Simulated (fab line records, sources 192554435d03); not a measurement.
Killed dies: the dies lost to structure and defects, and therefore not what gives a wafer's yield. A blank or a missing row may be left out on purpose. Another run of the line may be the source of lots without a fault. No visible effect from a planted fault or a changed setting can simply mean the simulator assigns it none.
Chamber matching -- flow n5-finfet -- N5_SD_EPI_P_ETCH_36 on rie-diel-04 has 4 sister chambers
The step etches SiARC in CF4, target depth 45.5 nm, time 75.8 s. 18 wafers are shown with their chamber, then 9 later ones without.

## WAFERS, EACH WITH ITS CHAMBER
wafer,chamber,showerhead-plenum-p-Torr (Torr),drypump-motor-current-A (A),throttle-valve-pct (%)
L077.1,3,2.23,5.4,15.72
L077.4,1,2.12,5.0,15.79
L077.5,0,2.12,5.6,15.45
L078.1,3,2.23,5.4,15.72
L078.3,0,2.12,5.7,15.47
L078.5,3,2.23,5.4,15.72
L080.3,3,2.23,5.4,15.73
L080.5,3,2.23,5.4,15.73
L080.6,0,2.12,5.7,15.47
L081.1,1,2.11,5.0,15.80
L081.3,0,2.12,5.6,15.48
L081.6,2,2.06,5.7,15.57
L082.1,3,2.23,5.4,15.75
L082.4,2,2.06,5.7,15.58
L082.5,1,2.11,5.0,15.81
L091.2,2,2.06,5.7,15.60
L091.5,3,2.22,5.4,15.78
L091.6,2,2.06,5.7,15.61

SIGNATURES, as means of the wafers listed above
reading,chamber 0,chamber 1,chamber 2,chamber 3,scatter within a chamber
showerhead-plenum-p-Torr,2.1200,2.1133,2.0600,2.2286,0.0033
drypump-motor-current-A,5.650,5.000,5.700,5.400,0.0267
throttle-valve-pct,15.4675,15.8000,15.5900,15.7357,0.0182
Rule: a wafer lies at a distance from a chamber equal to the root of the sum of squares, over the readings, of (its reading less the chamber's mean, divided by the reading's scatter). The wafer belongs to the nearest chamber; if the next one is less than 2 further off, it can't be placed. The scatter: the root of (the sum of the squares of (reading less its chamber's mean) over the shown wafers, divided by (wafers less chambers)).

## WAFERS WITH NO CHAMBER GIVEN
wafer,showerhead-plenum-p-Torr (Torr),drypump-motor-current-A (A),throttle-valve-pct (%)
L092.1,2.06,5.7,15.61
L092.2,2.22,5.4,15.77
L092.5,2.11,5.7,15.51
L094.3,2.11,5.6,15.52
L094.4,2.06,5.7,15.62
L094.5,2.11,5.7,15.50
L096.2,2.10,5.0,15.86
L096.3,2.05,5.7,15.63
L096.4,2.22,5.4,15.78

## WHICH CHAMBER EACH WENT THROUGH
wafer,from the rows above,in truth
L092.1,2,2
L092.2,3,3
L092.5,0,0
L094.3,0,0
L094.4,2,2
L094.5,0,0
L096.2,1,1
L096.3,2,2
L096.4,3,3
Placed correctly: 9 of 9. Can't be placed from these rows: 0. 0 placed wrongly.
